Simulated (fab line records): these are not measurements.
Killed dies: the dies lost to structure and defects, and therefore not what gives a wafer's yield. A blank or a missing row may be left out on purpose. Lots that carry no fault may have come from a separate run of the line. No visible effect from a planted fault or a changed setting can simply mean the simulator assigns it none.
fab line records	flow n5_finfet
[record] lots = 12	wafers = 36	last_day = 19
route steps=1938 shown HKMG_FIN@455 BEOL_M15@1828 MIM_TOP@1835 PASSIVATION@1936
lots that met no fault: taken from a fault-free run of the same line
start_h: the number of hours between the record's first day and the start of the first shown wafer of the lot	wait_h: hours elapsed since this lot's preceding step	" the same as in the row above	L1.1+2: a single row standing in for several wafers	- value missing, or start not given	* or withheld: withheld	< > ~ a bound
route shown NAME@n: names a module that has steps shown in the file, with the first one's number in the route	usual: the fault-free wafers' mean and standard deviation	same: alike in all rows	chamber/n: place in a boat	sites: the reading at each site	_std_site: standard deviation across them	_edge_site: the outer-site mean with the inner-site mean subtracted	radius_mm: for every site, how far away it sits from the centre of the wafer	mask NAME#n: copy n	behind: tool/chamber where the wafer was last shaped	hold: the reason the lot was held/the length of the hold in hours/how it ended	device: transistor that didn't switch, given as n, p or np	end of line: tests run on the same wafers once the route is complete	a step given without rows: its recipe and nothing more	killed: count of dies lost to structure and defects at first sort (not the wafer's yield)	map: the dies of a wafer, with x for killed, . for not killed, _ for no die there
set.NAME: the setting the step ran with; set.NAME@STEP: the setting that earlier step ran with	model.NAME: the simulator's own value behind a step, which no gauge read
one table for each step of the route and one row for each wafer, over a sample of lots
services: the hour from which a tool's chamber was out of use, counted from the record's first day as start_h (under 0 if before that day), plus the number of hours and why
[[steps]]
[step N5_HKMG_FIN_STRIP_69]
[recipe] chemistry = N2/H2	power_w = 2500	temp_c = 300	h2_frac = 0.65	time_s = 360	pressure_mtorr = withheld	n2_flow_sccm = 1750	h2_flow_sccm = 3250
[usual] drypump_motor_current_A = 6.0/0.32	heater_power_w = 464/45
lot.wafer	tool	chamber	start_h	wait_h	drypump_motor_current_A	heater_power_w	rf_hours_counter_h
L212.1	plasma_asher-01	0	90.85	0.1	6.1	468	88
L212.4	"	1	"	"	6.3	487	-
L212.6	"	1	"	"	6.3	506	-
L213.1	plasma_asher-01	0	93.04	0.1	6.1	476	89
L213.2	"	1	"	"	6.3	516	89
L213.6	"	0	"	"	6.1	478	-
L216.2	plasma_asher-01	0	100.93	0.1	6.1	464	91
L216.3	"	0	"	"	6.1	491	-
L216.6	"	0	"	"	6.1	470	-
L218.2	plasma_asher-02	1	116.15	0.1	5.5	473	45
L218.4	"	0	"	"	5.7	388	-
L218.5	"	0	"	"	5.7	387	-
L220.1	plasma_asher-01	1	129.21	0.1	6.3	497	96
L220.3	"	0	"	"	6.1	481	-
L220.4	"	1	"	"	6.3	506	-
L223.1	plasma_asher-01	1	146.44	0.1	6.3	502	99
L223.4	"	0	"	"	6.2	482	-
L223.6	"	0	"	"	6.1	466	-
L225.1	plasma_asher-02	0	156.62	0.1	5.7	393	55
L225.2	"	1	"	"	5.5	479	55
L225.5	"	0	"	"	5.7	394	-
L226.2	plasma_asher-02	1	166.91	0.1	5.5	485	56
L226.3	"	1	"	"	5.5	464	-
L226.6	"	0	"	"	5.7	391	-
L232.1	plasma_asher-01	0	199.95	0.1	6.1	469	110
L232.3	"	0	"	"	6.1	482	-
L232.4	"	1	"	"	6.3	501	-
L233.2	plasma_asher-01	0	206.78	0.1	6.2	474	112
L233.5	"	0	"	"	6.1	477	-
L233.6	"	1	"	"	6.3	519	-
L234.2	plasma_asher-01	1	212.41	0.1	6.3	504	113
L234.5	"	0	"	"	6.1	474	-
L234.6	"	1	"	"	6.3	508	-
L235.1	plasma_asher-01	1	217.09	0.1	6.3	511	114
L235.5	"	1	"	"	6.3	511	-
L235.6	"	0	"	"	6.1	478	-
[step N5_BEOL_M15_RS_MEAS_54]
[recipe] thk_meas_gauge = four-point-probe	reads = Cu_of_BEOL_M15_ECD_47+Ta_of_BEOL_M15_SPUTTER_44+TaN_of_BEOL_M15_SPUTTER_43
[usual] M15_RS = 0.0215/0.00068
lot.wafer	tool	chamber	start_h	wait_h	M15_RS[ohm/sq]
L212.1	film_metro-02	-	277.77	0.1	0.0220
L212.4	"	-	"	"	0.0219
L212.6	"	-	"	"	0.0219
L213.1	film_metro-02	-	278.09	0.0	0.0214
L213.2	"	-	"	"	0.0222
L213.6	"	-	"	"	0.0226
L216.2	film_metro-01	-	327.57	0.1	0.0216
L216.3	"	-	"	"	0.0227
L216.6	"	-	"	"	0.0211
L218.2	film_metro-01	-	358.24	0.1	0.0210
L218.4	"	-	"	"	0.0211
L218.5	"	-	"	"	0.0213
L220.1	film_metro-01	-	379.67	0.0	0.0211
L220.3	"	-	"	"	0.0225
L220.4	"	-	"	"	0.0215
L223.1	film_metro-02	-	389.98	0.0	0.0206
L223.4	"	-	"	"	0.0219
L223.6	"	-	"	"	0.0199
L225.1	film_metro-01	-	393.82	0.0	0.0205
L225.2	"	-	"	"	0.0217
L225.5	"	-	"	"	0.0219
L226.2	film_metro-02	-	434.66	0.1	0.0226
L226.3	"	-	"	"	0.0212
L226.6	"	-	"	"	0.0219
L233.2	film_metro-01	-	441.39	0.1	0.0224
L233.5	"	-	"	"	0.0225
L233.6	"	-	"	"	0.0211
L234.2	film_metro-01	-	441.55	0.1	0.0207
L234.5	"	-	"	"	0.0207
L234.6	"	-	"	"	0.0221
L232.1	film_metro-02	-	443.94	0.0	0.0213
L232.3	"	-	"	"	0.0225
L232.4	"	-	"	"	0.0213
L235.1	film_metro-02	-	447.87	0.0	0.0214
L235.5	"	-	"	"	0.0223
L235.6	"	-	"	"	0.0213
[step N5_MIM_TOP_ALD_01]
[recipe] material = HfO2	target_thk_a = 56	temp_c = withheld	ald_precursor_family = Hf-amide	ald_co_reactant = O3	pulse_time_s = 1	purge_time_s = 3	co_reactant_purge_time_s = 2	co_reactant_pulse_time_s = 3	ald_cycles = 62
[usual] precursor_pulse_height_rel = 0.999/0.02
[same] ald_cycles = 62
lot.wafer	tool	chamber	start_h	wait_h	precursor_pulse_height_rel
L212.1	ald_hk-03	0	-	-	1.036
L212.4	"	2	"	"	0.983
L212.6	"	0	"	"	0.990
L213.1	ald_hk-01	0	-	-	0.950
L213.2	"	1	"	"	0.973
L213.6	"	2	"	"	0.998
L216.2	ald_hk-01	2	-	-	1.010
L216.3	"	1	"	"	0.991
L216.6	"	2	"	"	0.984
L218.2	ald_hk-03	0	-	-	0.986
L218.4	"	2	"	"	1.041
L218.5	"	0	"	"	0.984
L220.1	ald_hk-03	1	-	-	1.010
L220.3	"	2	"	"	0.995
L220.4	"	0	"	"	0.977
L223.1	ald_hk-01	3	-	-	1.013
L223.4	"	1	"	"	1.009
L223.6	"	1	"	"	0.992
L225.1	ald_hk-02	0	-	-	0.985
L225.2	"	2	"	"	0.998
L225.5	"	2	"	"	1.004
L226.2	ald_hk-01	3	-	-	1.020
L226.3	"	0	"	"	0.986
L226.6	"	3	"	"	1.029
L233.2	ald_hk-01	3	-	-	1.012
L233.5	"	2	"	"	0.962
L233.6	"	1	"	"	0.987
L234.2	ald_hk-02	2	-	-	0.983
L234.5	"	2	"	"	1.013
L234.6	"	1	"	"	1.019
L232.1	ald_hk-03	0	-	-	0.949
L232.3	"	3	"	"	0.980
L232.4	"	2	"	"	0.998
L235.1	ald_hk-01	2	-	-	0.994
L235.5	"	2	"	"	0.988
L235.6	"	1	"	"	1.009
[step N5_MIM_TOP_DEGAS_04]
[recipe] ambient = vacuum	temp_c = 300	time_s = 60
[usual] heater_power_w = 452/36
lot.wafer	tool	chamber	start_h	wait_h	heater_power_w
L212.1	pvd_sputter-02	-	281.59	-	448
L212.4	"	-	"	"	406
L212.6	"	-	"	"	401
L213.1	pvd_sputter-02	-	281.71	-	454
L213.2	"	-	"	"	436
L213.6	"	-	"	"	449
L216.2	pvd_sputter-03	-	330.38	-	465
L216.3	"	-	"	"	397
L216.6	"	-	"	"	433
L218.2	pvd_sputter-02	-	361.09	-	448
L218.4	"	-	"	"	422
L218.5	"	-	"	"	455
L220.1	pvd_sputter-03	-	383.93	-	529
L220.3	"	-	"	"	442
L220.4	"	-	"	"	474
L223.1	pvd_sputter-01	-	394.16	-	471
L223.4	"	-	"	"	407
L223.6	"	-	"	"	416
L225.1	pvd_sputter-03	-	400.73	-	409
L225.2	"	-	"	"	444
L225.5	"	-	"	"	432
L226.2	pvd_sputter-01	-	438.27	-	418
L226.3	"	-	"	"	447
L226.6	"	-	"	"	502
L233.2	pvd_sputter-01	-	446.51	-	455
L233.5	"	-	"	"	450
L233.6	"	-	"	"	501
L234.2	pvd_sputter-01	-	446.67	-	496
L234.5	"	-	"	"	511
L234.6	"	-	"	"	427
L232.1	pvd_sputter-02	-	446.83	-	449
L232.3	"	-	"	"	445
L232.4	"	-	"	"	415
L235.1	pvd_sputter-01	-	451.95	-	420
L235.5	"	-	"	"	422
L235.6	"	-	"	"	515
[step N5_PASSIVATION_PROBE_49]
[usual] defect_limited_yield = 90.9/1.4	killed_at_M0_to_M3 = 38/11	killed_at_M4_up = 13/5.9	killed_at_contacts = 14/6.4	killed_at_front_end = 38/11	killed_at_other = 3.3/2.5	killed_dies = 107/16	killed_on_rim = 14/3.6	killed_open = 70/12	killed_short = 35/7.7	sort_bin_5_function = 5.3/0.94	sort_bin_6_memory = 3.5/0.7	sort_bin_8_speed = 0.00/0.007	sort_n_pass = 1073/16	sort_yield_pct = 90.9/1.4
[same] gross_dies = 1180	killed_at_back_side = 0	sort_bin_4_leakage[%] = 0
lot.wafer	tool	chamber	start_h	wait_h	defect_limited_yield[%]	killed_at_M0_to_M3	killed_at_M4_up	killed_at_contacts	killed_at_front_end	killed_at_other	killed_dies	killed_on_rim	killed_open	killed_short	sort_bin_5_function[%]	sort_bin_6_memory[%]	sort_bin_8_speed[%]	sort_n_pass	sort_yield_pct[%]
L220.1	prober-01	-	395.12	0.0	82.3	42	14	8	136	9	209	32	58	34	9.9	3.7	0.08	970	82.2
L220.3	prober-01	-	395.22	0.1	90.4	46	14	13	37	3	113	16	86	26	6.2	3.3	0	1067	90.4
L220.4	prober-01	-	395.27	0.2	82.5	31	14	8	151	3	207	30	44	35	9.5	4.0	0	973	82.5
L223.1	prober-01	-	407.03	0.0	80.4	38	19	17	155	2	231	31	72	39	10.7	5.5	0	949	80.4
L223.4	prober-01	-	407.18	0.2	90.1	55	18	14	29	1	117	13	80	37	6.4	3.4	0	1063	90.1
L223.6	prober-01	-	407.28	0.3	90.0	45	20	18	31	4	118	15	82	36	5.9	3.6	0	1062	90.0
L232.1	prober-01	-	464.21	0.0	91.9	30	13	19	27	6	95	9	62	31	5.3	2.5	0	1085	91.9
L232.3	prober-01	-	464.31	0.1	92.1	29	4	14	41	5	93	12	63	30	4.5	3.2	0	1087	92.1
L232.4	prober-01	-	464.36	0.2	91.3	25	14	24	36	4	103	16	75	28	4.7	3.2	0	1077	91.3
// killed by level:class
L220.1 HKMG_FIN:unspecified=116 BEOL_M3:geometric_particle:open=10 BEOL_M0_SAQP:geometric_particle:short=8 BEOL_M2:geometric_particle:open=8 MOL_CONTACT_COAG:geometric_particle:open=7 FIN_SAQP:geometric_particle:open=5 BEOL_M0_SAQP:geometric_particle:open=5 BEOL_M4:geometric_particle:open=5
L220.3 BEOL_M2:geometric_particle:open=13 BEOL_M3:geometric_particle:open=13 MOL_CONTACT_COAG:geometric_particle:open=12 BEOL_M4:geometric_particle:open=8 DUMMY_GATE:geometric_particle:open=7 STI_FIN_REVEAL:geometric_particle:open=6 GATE_CUT:geometric_particle:short=5 BEOL_M0_SAQP:geometric_particle:short=5
L220.4 HKMG_FIN:unspecified=126 BEOL_M0_SAQP:geometric_particle:short=9 BEOL_M3:geometric_particle:open=8 BEOL_M2:geometric_particle:open=5 FIN_SAQP:geometric_particle:short=4 MOL_CONTACT_COAG:geometric_particle:short=4 MOL_CONTACT_COAG:geometric_particle:open=4 STI_FIN_REVEAL:geometric_particle:open=3
L223.1 HKMG_FIN:unspecified=120 MOL_CONTACT_COAG:geometric_particle:open=11 DUMMY_GATE:geometric_particle:open=10 BEOL_M3:geometric_particle:open=8 BEOL_M2:geometric_particle:open=7 BEOL_M4:geometric_particle:open=7 MOL_CONTACT_COAG:geometric_particle:short=6 BEOL_M0_SAQP:geometric_particle:short=6
L223.4 MOL_CONTACT_COAG:geometric_particle:open=12 BEOL_M0:geometric_particle:open=12 BEOL_M4:geometric_particle:open=12 BEOL_M3:geometric_particle:open=11 BEOL_M0_SAQP:geometric_particle:open=10 GATE_CUT:geometric_particle:short=8 BEOL_M0_SAQP:geometric_particle:short=7 BEOL_M2:geometric_particle:open=7
L223.6 MOL_CONTACT_COAG:geometric_particle:open=14 FIN_SAQP:geometric_particle:short=12 BEOL_M2:geometric_particle:open=9 BEOL_M3:geometric_particle:open=9 FIN_SAQP:geometric_particle:open=8 BEOL_M0_SAQP:geometric_particle:open=7 BEOL_M0:geometric_particle:open=6 BEOL_M4:geometric_particle:open=6
L232.1 MOL_CONTACT_COAG:geometric_particle:open=18 STI_FIN_REVEAL:geometric_particle:open=7 FIN_SAQP:geometric_particle:open=6 BEOL_M0_SAQP:geometric_particle:short=5 BEOL_M0:geometric_particle:open=5 BEOL_M2:geometric_particle:short=5 BEOL_M4:geometric_particle:open=4 GATE_CUT:geometric_particle:short=4
L232.3 FIN_SAQP:geometric_particle:open=12 MOL_CONTACT_COAG:geometric_particle:open=12 FIN_SAQP:geometric_particle:short=8 STI_FIN_REVEAL:geometric_particle:open=8 BEOL_M0_SAQP:geometric_particle:short=6 BEOL_M1:geometric_particle:open=6 BEOL_M0_SAQP:geometric_particle:open=5 STARTING-WAFER:geometric_particle:open=4
L232.4 MOL_CONTACT_COAG:geometric_particle:open=23 STI_FIN_REVEAL:geometric_particle:open=17 BEOL_M1:geometric_particle:open=10 FIN_SAQP:geometric_particle:short=7 STI_FIN_REVEAL:geometric_particle:short=6 BEOL_M4:geometric_particle:open=4 FIN_SAQP:geometric_particle:open=3 BEOL_M0_SAQP:geometric_particle:short=3
[[services]]
tool	chamber	start_h	hours	kind
ald_hk-03	-	72.46	1.2	repair
pvd_sputter-02	-	78.31	1.8	repair
ald_hk-01	-	103.42	3.8	repair
ald_hk-02	-	144.82	2.8	pm
pvd_sputter-03	-	205.12	1.6	repair
ald_hk-03	-	210.50	2.8	pm
ald_hk-03	-	233.82	1.0	repair
plasma_asher-01	-	237.16	0.8	repair
pvd_sputter-01	-	237.91	1.1	repair
ald_hk-02	-	316.06	0.8	repair
ald_hk-01	-	318.38	8.7	pm
ald_hk-03	-	327.97	2.6	repair
plasma_asher-01	-	381.98	0.8	repair
pvd_sputter-01	-	430.44	0.9	repair
[[key]]
[first_sign] step = N5_PASSIVATION_PROBE_49	reading = killed_at_front_end	direction = up	sigmas = 10	usual = 38	struck = 147
[effect] step = N5_PASSIVATION_PROBE_49	reading = defect_limited_yield	direction = down	sigmas = 6.6	usual = 90.9	struck = 81.7
[more_kills_born_at] N5_HKMG_FIN_STRIP_69@plasma_asher-01 = 362
met_at N5_HKMG_FIN_STRIP_69
struck_lots L220,L223
struck_wafers L220.1,L220.4,L223.1
not_acting_at N5_BEOL_M15_RS_MEAS_54,N5_MIM_TOP_ALD_01,N5_MIM_TOP_DEGAS_04
onset_between 93.04 129.21
[fault] kind = chamber_particle_source	tool = plasma_asher-01	chamber = 1	onset_h = 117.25	steps = N5_HKMG_FIN_STRIP_69	rate_per_visit_cm2 = 2.2283	end_h = 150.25
